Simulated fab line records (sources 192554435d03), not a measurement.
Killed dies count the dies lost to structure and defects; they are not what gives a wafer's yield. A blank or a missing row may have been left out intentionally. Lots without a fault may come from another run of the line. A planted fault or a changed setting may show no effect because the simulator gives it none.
fab line records    flow n5_finfet
record: lots: 12  wafers: 33  last_day: 19
route steps=1938 shown BEOL_M4@1098 BEOL_M5@1118 PASSIVATION@1936
lots that met no fault: taken from a fault-free run of the same line
start_h: hours from the record's first day to the start of the lot's first wafer shown    wait_h: time in hours since the lot's previous step    " identical to the entry in the row above    L1.1+2: several wafers, shown together as one row    - no value, or no start given    * or withheld: withheld    < > ~ a bound
route shown NAME@n: NAME is a module with steps in the file, n the number in the route of the first one    usual: average and standard deviation across the fault-free wafers    same: alike in all rows    chamber/n: place in a boat    sites: readings site by site    _std_site: the values' standard deviation    _edge_site: inner sites' mean taken away from outer sites' mean    radius_mm: how far each site lies from the wafer's centre    mask NAME#n: copy n    behind: tool/chamber where the wafer was last shaped    hold: what put the lot on hold/how long, in hours/how the hold closed    device: which transistor (n, p or np) failed to switch    end of line: tests run on the same wafers once the route is complete    for a step that has no rows: nothing shown but its recipe    killed: not the wafer's yield, but the dies lost to structure and defects at the first sort    map: per-die view of a wafer (x killed, . not killed, _ where there is no die)
set.NAME: setting as actually run; set.NAME@STEP: the setting as run at that earlier step    model.NAME: the simulator's own value behind a step, which no gauge read
one table for each step of the route and one row for each wafer, over a sample of lots
services: when a tool's chamber went out of use (start_h, in hours from the record's first day, below 0 if earlier), for how many hours, and the reason
== steps ==
step: N5_BEOL_M4_SPUTTER_94
recipe: material: Cu  target_thk_a: 45  temp_c: -20  chamber_pressure_pa: 0.07  power_w: withheld  time_s: 8.29
usual: throttle_valve_pct: 30.2/1.2
lot.wafer  tool            chamber  start_h  wait_h  throttle_valve_pct
L384.2     pvd_sputter-02  -        180.63   0.1     28.7
L384.5     "               -        "        "       29.3
L384.6     "               -        "        "       29.5
L383.1     pvd_sputter-01  -        183.62   0.1     31.2
L383.2     "               -        "        "       30.1
L383.5     "               -        "        "       30.9
L388.3     pvd_sputter-02  -        208.42   0.1     28.7
L388.4     "               -        "        "       28.7
L388.5     "               -        "        "       29.3
L390.1     pvd_sputter-02  -        210.26   0.1     29.1
L390.2     "               -        "        "       28.6
L390.5     "               -        "        "       29.2
L391.3     pvd_sputter-03  -        226.70   0.1     31.3
L391.5     "               -        "        "       31.0
L391.6     "               -        "        "       30.5
L397.1     pvd_sputter-02  -        259.76   0.1     29.4
L397.2     "               -        "        "       29.0
L397.3     "               -        "        "       28.6
L398.3     pvd_sputter-02  -        269.62   0.1     28.8
L398.4     "               -        "        "       29.4
L398.6     "               -        "        "       28.6
L399.2     pvd_sputter-03  -        303.94   0.1     29.5
L399.4     "               -        "        "       31.1
L401.1     pvd_sputter-01  -        306.65   0.1     31.1
L401.5     "               -        "        "       31.5
L402.2     pvd_sputter-02  -        311.64   0.1     29.2
L402.3     "               -        "        "       28.9
L402.6     "               -        "        "       29.7
L404.1     pvd_sputter-02  -        331.00   0.1     29.0
L404.3     "               -        "        "       28.5
L403.2     pvd_sputter-03  -        331.30   0.1     31.0
L403.3     "               -        "        "       32.7
L403.4     "               -        "        "       29.5
step: N5_BEOL_M4_CMP_52
recipe: stop_on: SiOC  t_overpolish_s: 6.8  down_force_psi: 1  platen_rpm: 50  clearing_platen_down_force_psi: 1.5  clearing_platen_rpm: 50  post_cmp_clean: cu_alkaline  target_thk_nm: 40  clearing_platen_pad_velocity_m_s: 0.99484  pad_velocity_m_s: 0.99484
usual: barrier_field_endpoint_s: 24.4/0.62  clearing_platen_rpm: 50.002/0.025  motor_current_A: 6.1/0.65  overpolish_run_s: 6.800/0.0089  time_to_endpoint_s: 61.0/2.6
lot.wafer  tool    chamber  start_h  wait_h  barrier_field_endpoint_s  clearing_platen_rpm  motor_current_A  overpolish_run_s  time_to_endpoint_s
L384.2     cmp-01  1        181.34   0.2     24.6                      49.959               5.8              6.787             65.4
L384.6     "       1        "        "       25.4                      49.965               5.8              6.802             68.1
L384.5     "       2        "        "       24.1                      50.025               5.4              6.798             61.3
L383.2     cmp-01  0        184.42   0.2     23.0                      49.988               4.9              6.794             60.8
L383.1     "       2        "        "       23.8                      49.984               5.4              6.784             60.6
L383.5     "       1        "        "       24.2                      50.026               6.1              6.797             65.5
L388.4     cmp-04  3        209.14   0.1     24.1                      49.967               6.5              6.784             57.1
L388.3     "       1        "        "       23.9                      50.009               6.8              6.807             59.3
L388.5     "       3        "        "       24.4                      49.993               6.1              6.804             56.0
L390.1     cmp-01  2        211.03   0.3     24.5                      50.022               5.2              6.810             63.3
L390.2     "       0        "        "       24.1                      50.012               5.1              6.790             60.0
L390.5     "       2        "        "       25.0                      50.054               5.1              6.806             61.1
L391.3     cmp-04  2        227.45   0.2     23.3                      50.016               7.0              6.809             59.7
L391.5     "       1        "        "       24.0                      49.983               6.5              6.797             60.0
L391.6     "       2        "        "       24.0                      49.987               6.9              6.771             60.0
L397.2     cmp-04  2        260.47   0.2     23.7                      50.004               7.1              6.800             59.4
L397.1     "       3        "        "       23.9                      49.996               6.4              6.805             58.0
L397.3     "       0        "        "       24.3                      50.002               5.5              6.804             58.5
L398.4     cmp-03  2        270.33   0.1     24.8                      49.990               5.6              6.806             58.3
L398.3     "       0        "        "       24.5                      50.024               6.1              6.799             61.9
L398.6     "       3        "        "       25.1                      50.044               5.8              6.794             60.9
L399.4     cmp-04  0        304.67   0.1     24.6                      49.961               5.7              6.794             63.8
L399.2     "       1        "        "       24.9                      50.031               6.4              6.798             62.3
L401.1     cmp-04  2        307.44   0.3     23.2                      50.010               7.3              6.805             52.3
L401.5     "       1        "        "       24.4                      50.027               6.3              6.801             59.1
L402.2     cmp-01  3        312.35   0.2     25.8                      50.010               6.1              6.806             65.5
L402.3     "       1        "        "       25.7                      49.972               6.1              6.783             66.9
L402.6     "       3        "        "       26.2                      50.031               6.4              6.807             65.6
L404.3     cmp-01  1        331.76   0.2     24.2                      50.024               5.9              6.812             62.8
L404.1     "       2        "        "       24.1                      49.967               5.3              6.795             61.5
L403.4     cmp-03  1        332.58   0.5     24.2                      49.962               7.4              6.804             61.0
L403.2     "       2        "        "       24.2                      50.034               5.7              6.796             63.2
L403.3     "       3        "        "       24.0                      50.028               5.5              6.802             60.4
step: N5_BEOL_M5_COAT_60
recipe: resist: SiARC  temp_c: 220  time_s: 60  spin_rpm: 1500  resist_thk_nm: 12
usual: spin_speed_rpm: 1500.1/0.97
lot.wafer  tool            chamber  start_h  wait_h  spin_speed_rpm
L384.2     litho_track-01  0        184.20   -       1499.6
L384.5     "               0        "        "       1500.5
L384.6     "               0        "        "       1500.7
L383.1     litho_track-02  0        187.37   -       1500.3
L383.2     "               0        "        "       1499.6
L383.5     "               0        "        "       1499.8
L388.3     litho_track-02  0        214.74   -       1500.2
L388.4     "               0        "        "       1500.3
L388.5     "               0        "        "       1500.2
L390.1     litho_track-02  0        214.88   -       1555.0
L390.2     "               0        "        "       1554.6
L390.5     "               0        "        "       1555.4
L391.3     litho_track-02  0        230.05   -       1558.1
L391.5     "               0        "        "       1557.9
L391.6     "               0        "        "       1555.9
L397.1     litho_track-04  0        264.58   -       1500.8
L397.2     "               0        "        "       1499.3
L397.3     "               0        "        "       1500.3
L398.3     litho_track-01  0        273.99   -       1498.6
L398.4     "               0        "        "       1500.5
L398.6     "               0        "        "       1501.4
L399.2     litho_track-01  0        307.46   -       1499.6
L399.4     "               0        "        "       1499.7
L401.1     litho_track-02  0        312.17   -       1500.3
L401.5     "               0        "        "       1500.3
L402.2     litho_track-02  0        316.13   -       1498.8
L402.3     "               0        "        "       1499.8
L402.6     "               0        "        "       1499.2
L404.1     litho_track-02  0        334.88   -       1499.1
L404.3     "               0        "        "       1499.8
L403.2     litho_track-01  0        334.97   -       1499.6
L403.3     "               0        "        "       1500.4
L403.4     "               0        "        "       1499.3
step: N5_BEOL_M5_OVL_MEAS_12
recipe: points_per_wafer: 522
usual: M5_OVL: -0.1/0.67
lot.wafer  tool        chamber  start_h  wait_h  M5_OVL[nm]
L384.2     overlay-01  0        184.50   0.0     -0.6
L384.5     "           0        "        "       -0.5
L384.6     "           0        "        "       0.3
L383.1     overlay-01  0        187.82   0.0     -0.2
L383.2     "           0        "        "       0.4
L383.5     "           0        "        "       0.5
L388.3     overlay-02  0        215.17   0.0     0.3
L388.4     "           0        "        "       -1.1
L388.5     "           0        "        "       -0.4
L390.1     overlay-02  0        215.48   0.0     1.2
L390.2     "           0        "        "       -0.4
L390.5     "           0        "        "       -0.6
L391.3     overlay-01  0        230.36   0.0     -0.6
L391.5     "           0        "        "       -1.0
L391.6     "           0        "        "       -0.7
L397.1     overlay-01  0        264.99   0.0     0.3
L397.2     "           0        "        "       -0.2
L397.3     "           0        "        "       1.3
L398.3     overlay-02  0        274.42   0.0     -0.4
L398.4     "           0        "        "       -1.6
L398.6     "           0        "        "       -1.3
L399.2     overlay-01  0        307.93   0.0     0.5
L399.4     "           0        "        "       -0.5
L401.1     overlay-01  0        312.46   0.0     -0.5
L401.5     "           0        "        "       -0.4
L402.2     overlay-01  0        316.55   0.0     0.2
L402.3     "           0        "        "       0.2
L402.6     "           0        "        "       0.8
L404.1     overlay-02  0        335.30   0.0     1.1
L404.3     "           0        "        "       -0.1
L403.2     overlay-02  0        335.47   0.0     0.2
L403.3     "           0        "        "       -0.7
L403.4     "           0        "        "       -1.2
step: N5_PASSIVATION_PROBE_49
usual: defect_limited_yield: 91.0/1.6  killed_at_M0_to_M3: 35/11  killed_at_M4_up: 14/5.3  killed_at_contacts: 13/6.7  killed_at_front_end: 41/12  killed_at_other: 3.9/2.7  killed_dies: 106/19  killed_open: 70/14  killed_short: 35/8.8  sort_bin_5_function: 5.3/1  sort_bin_6_memory: 3.3/0.81  sort_n_pass: 1073/19  sort_yield_pct: 91.0/1.6
same: gross_dies: 1180  killed_at_back_side: 0  sort_bin_4_leakage[%]: 0  sort_bin_8_speed[%]: 0
lot.wafer  tool       chamber  start_h  wait_h  defect_limited_yield[%]  killed_at_M0_to_M3  killed_at_M4_up  killed_at_contacts  killed_at_front_end  killed_at_other  killed_dies  killed_open  killed_short  sort_bin_5_function[%]  sort_bin_6_memory[%]  sort_n_pass  sort_yield_pct[%]
L383.1     prober-02  -        303.23   0.0     91.2                     33                  10               20                  36                   5                104          71           31            4.9                     3.6                   1076         91.2
L383.2     prober-02  -        303.28   0.1     90.8                     18                  19               14                  53                   5                109          64           36            4.5                     3.7                   1071         90.8
L383.5     prober-02  -        303.43   0.2     90.6                     16                  12               15                  63                   5                111          73           36            5.7                     3.5                   1069         90.6
L398.3     prober-01  -        387.78   0.1     92.6                     23                  21               11                  27                   5                87           64           23            4.2                     3.0                   1093         92.6
L398.6     prober-01  -        387.93   0.3     93.1                     19                  5                15                  39                   4                82           61           21            3.7                     2.9                   1098         93.1
killed by level:class
L383.1 MOL_CONTACT_COAG:geometric_particle:open=17 FIN_SAQP:geometric_particle:open=9 BEOL_M0_SAQP:geometric_particle:short=9 GATE_CUT:geometric_particle:short=7 BEOL_M1:geometric_particle:open=7 BEOL_M0_SAQP:geometric_particle:open=6 BEOL_M2:geometric_particle:open=6 FIN_SAQP:geometric_particle:short=4
L383.2 MOL_CONTACT_COAG:geometric_particle:open=12 BEOL_M4:geometric_particle:open=11 FIN_SAQP:geometric_particle:open=10 FIN_SAQP:geometric_particle:short=8 DUMMY_GATE:geometric_particle:open=7 HKMG_FIN:area_etch=7 BEOL_M0_SAQP:geometric_particle:open=6 STI_FIN_REVEAL:geometric_particle:short=4
L383.5 STI_FIN_REVEAL:geometric_particle:open=19 MOL_CONTACT_COAG:geometric_particle:open=11 FIN_SAQP:geometric_particle:open=9 FIN_SAQP:geometric_particle:short=8 BEOL_M2:geometric_particle:open=5 BEOL_M0_SAQP:geometric_particle:open=5 STI_FIN_REVEAL:geometric_particle:short=4 MOL_CONTACT_COAG:geometric_particle:short=4
L398.3 BEOL_M0_SAQP:geometric_particle:open=11 BEOL_M4:geometric_particle:open=10 MOL_CONTACT_COAG:geometric_particle:open=9 STI_FIN_REVEAL:geometric_particle:open=7 FIN_SAQP:geometric_particle:short=4 ILD0:geometric_particle:short=4 BEOL_M0_SAQP:geometric_particle:short=4 BEOL_M0:geometric_particle:open=3
L398.6 MOL_CONTACT_COAG:geometric_particle:open=13 STI_FIN_REVEAL:geometric_particle:open=11 FIN_SAQP:geometric_particle:open=6 DUMMY_GATE:geometric_particle:open=5 GATE_CUT:geometric_particle:short=5 BEOL_M0_SAQP:geometric_particle:short=5 BEOL_M1:geometric_particle:open=5 ILD0:geometric_particle:open=3
== services ==
tool            chamber  start_h  hours  kind
cmp-01          -        170.58   1.5    repair
pvd_sputter-02  -        189.66   6.6    repair
litho_track-01  -        196.44   -      consumable_replace:filter
cmp-03          -        201.22   11.4   pm
cmp-03          -        224.16   0.9    repair
cmp-01          -        229.23   4.0    pm
cmp-01          -        233.23   -      consumable_replace:conditioner
cmp-01          -        233.23   -      consumable_replace:pad
cmp-01          -        235.47   5.8    pm
cmp-01          -        243.11   1.0    repair
cmp-01          -        250.04   14.9   pm
cmp-01          -        269.52   5.5    repair
pvd_sputter-03  -        294.50   0.8    repair
cmp-04          -        296.61   0.9    repair
cmp-03          -        324.96   4.0    pm
cmp-03          -        328.96   -      consumable_replace:conditioner
cmp-03          -        328.96   -      consumable_replace:pad
cmp-04          -        329.53   6.7    pm
== key ==
first_sign: step: N5_BEOL_M5_COAT_60  reading: spin_speed_rpm  direction: up  sigmas: 58  usual: *  struck: *
effect none on later readings
met_at N5_BEOL_M5_COAT_60
struck_lots L390,L391
not_acting_at N5_BEOL_M4_SPUTTER_94,N5_BEOL_M4_CMP_52,N5_BEOL_M5_OVL_MEAS_12
onset_between 214.74 214.88
fault: kind: process_parameter_drift  tool: litho_track-02  chamber: -  onset_h: 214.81  steps: N5_BEOL_M5_COAT_60  channel: spin_rpm  offset: *  shape: step  end_h: 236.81  acts_in: *  stated: *
